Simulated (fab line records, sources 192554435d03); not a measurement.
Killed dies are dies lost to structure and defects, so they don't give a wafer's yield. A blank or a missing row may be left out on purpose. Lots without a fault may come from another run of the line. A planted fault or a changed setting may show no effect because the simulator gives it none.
Chamber matching | flow n5_finfet | N5_STI_FIN_REVEAL_CMP_04 on cmp-04: 4 sister chambers
The step polishes, stops on Si3N4, t overpolish 4 s, target thk 131.83 nm. 7 wafers are shown with their chamber, then 8 later ones without.

WAFERS WITH THEIR CHAMBER
wafer  | chamber | motor_current_A (A) | time_to_endpoint_s (s)
L076.5 | 3       | 8.0                 | 112
L085.2 | 2       | 9.0                 | 107
L085.5 | 2       | 8.7                 | 104
L085.6 | 1       | 8.6                 | 106
L086.4 | 1       | 8.5                 | 104
L086.5 | 0       | 8.7                 | 110
L088.2 | 0       | 9.1                 | 107

WAFERS WITHOUT THEIR CHAMBER
wafer  | motor_current_A (A) | time_to_endpoint_s (s)
L088.3 | 8.4                 | 106
L088.5 | 8.4                 | 108
L091.3 | 8.7                 | 106
L091.4 | 9.2                 | 108
L091.6 | 9.4                 | 109
L093.1 | 8.5                 | 118
L093.4 | 8.7                 | 110
L093.6 | 9.2                 | 113

WHICH CHAMBER EACH WENT THROUGH
wafer  | from the rows above               | in truth
L088.3 | can't be placed: 1 or 2 or 0      | 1
L088.5 | can't be placed: 1 or 0 or 2 or 3 | 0
L091.3 | can't be placed: 2 or 1 or 0      | 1
L091.4 | can't be placed: 0 or 2           | 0
L091.6 | can't be placed: 0 or 2           | 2
L093.1 | can't be placed: 3 or 0           | 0
L093.4 | can't be placed: 0 or 2 or 1      | 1
L093.6 | can't be placed: 0 or 2           | 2
Placed correctly: 0 of 8. Can't be placed from these rows: 8 (the true chamber is among the candidates in 8). Placed wrongly: 0.
How it was worked out, from the rows above alone: a wafer's distance from a chamber is the root of the sum, over the readings, of the square of ((its reading less the chamber's mean) divided by the reading's scatter). The wafer belongs to the nearest chamber; if the next one is less than 2 further off, it can't be placed. A chamber's mean is the mean of its shown wafers. The scatter: the root of (the sum of the squares of (reading less its chamber's mean) over the shown wafers, divided by (wafers less chambers)).
